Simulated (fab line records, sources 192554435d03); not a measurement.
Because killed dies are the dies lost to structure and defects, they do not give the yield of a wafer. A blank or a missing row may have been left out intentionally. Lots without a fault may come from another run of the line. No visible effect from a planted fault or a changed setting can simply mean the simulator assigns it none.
Split-lot study -- flow n5 finfet -- on a route of 1938 steps: 7 lots, 21 wafers read

== ON THE SPLIT ==
At N5_BEOL_M0_ETCH_138 (etches SiCN in CH3F/O2, target depth 12 nm, time 31.6 s), the setting source w was moved away from the recipe's 395 W on 6 of the 21 wafers read, by -17.4% to +17.3%. All remaining wafers had this setting at the recipe value.

The reading is taken at the split's own step.

== THE READING ==
rf vpp V, in V, at N5_BEOL_M0_ETCH_138 (etches SiCN in CH3F/O2, target depth 12 nm, time 31.6 s). A value of 297.4 V with a standard deviation of 1.7 V is what fault-free wafers of this fab line usually give.

wafer,"tool, chamber at the split","source w as run, W",against the recipe,"rf vpp V, V",against lot-mates on the recipe
L075.1,"rie diel-04, 1",463.3,+17.3%,282.9,-13.7
L075.4,"rie diel-04, 0",463.3,+17.3%,281.8,-14.8
L075.5,"rie diel-04, 0",395,recipe,296.6,-
L078.1,"rie diel-03, 0",395,recipe,294.8,-
L078.2,"rie diel-03, 3",395,recipe,299.5,-
L078.4,"rie diel-03, 2",395,recipe,297.2,-
L084.2,"rie diel-03, 2",395,recipe,296.4,-
L084.3,"rie diel-03, 0",395,recipe,294.8,-
L084.5,"rie diel-03, 2",362.5,-8.2%,307.2,+11.6
L085.2,"rie diel-04, 3",395,recipe,296.7,-
L085.4,"rie diel-04, 1",395,recipe,296.5,-
L085.6,"rie diel-04, 0",395,recipe,296.4,-
L089.1,"rie diel-03, 3",326.2,-17.4%,319.8,+21.5
L089.4,"rie diel-03, 1",395,recipe,297.0,-
L089.5,"rie diel-03, 3",395,recipe,299.6,-
L096.1,"rie diel-04, 3",360.9,-8.6%,304.6,+9.3
L096.2,"rie diel-04, 1",360.9,-8.6%,305.1,+9.8
L096.3,"rie diel-04, 2",395,recipe,295.3,-
L097.2,"rie diel-04, 3",395,recipe,296.3,-
L097.4,"rie diel-04, 3",395,recipe,296.4,-
L097.6,"rie diel-04, 2",395,recipe,296.5,-

FIT RESULTS
A straight line over all 21 wafers: rf vpp V changes by -1 V for each +1% of source w; r = -0.97; the points scatter about the line by 2 V.
The same after taking each lot's own level away (the mean of its wafers on the recipe; 21 wafers): -1 V for each +1%; r = -0.98; scatter 1.7 V.
According to that fit, moving source w by its largest amount changes the reading by 17 V.
The span of the lots' own levels, 295.30 to 298.30 V, comes to 1.8 times the standard deviation stated above.
The two slopes agree, so the slope changes little with the lot-to-lot level.
Check: with one of the wafers moved furthest among these (-17.4%) left out of the fit, the line predicts +16.7 V for it against its lot-mates. Against them it came out at +21.5 V.
Tool readings at the split's step, against how far the setting was moved: rf vpp V r = -0.97.

== ADDITIONAL SPLITS CARRIED BY THESE WAFERS ==
Other splits were also applied to these wafers ahead of the reading. Each is held against what the fit with the lots' levels taken away leaves over:
other split on the same wafers,wafers away from the commonest value,r with rf vpp V (lot level and that fit taken away)
N5_MOL_CONTACT_COAG_EXPOSE_37 dose mj,7,+0.25
N5_BEOL_M0_SAQP_SPACER2_ALD_26 target thk a,3,-0.02
N5_BEOL_M0_SAQP_EXPOSE_37 dose mj,7,+0.02

== FILE'S OWN FIT ==
rf vpp V changes by -1.07 V for each +1% of source w, r = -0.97.
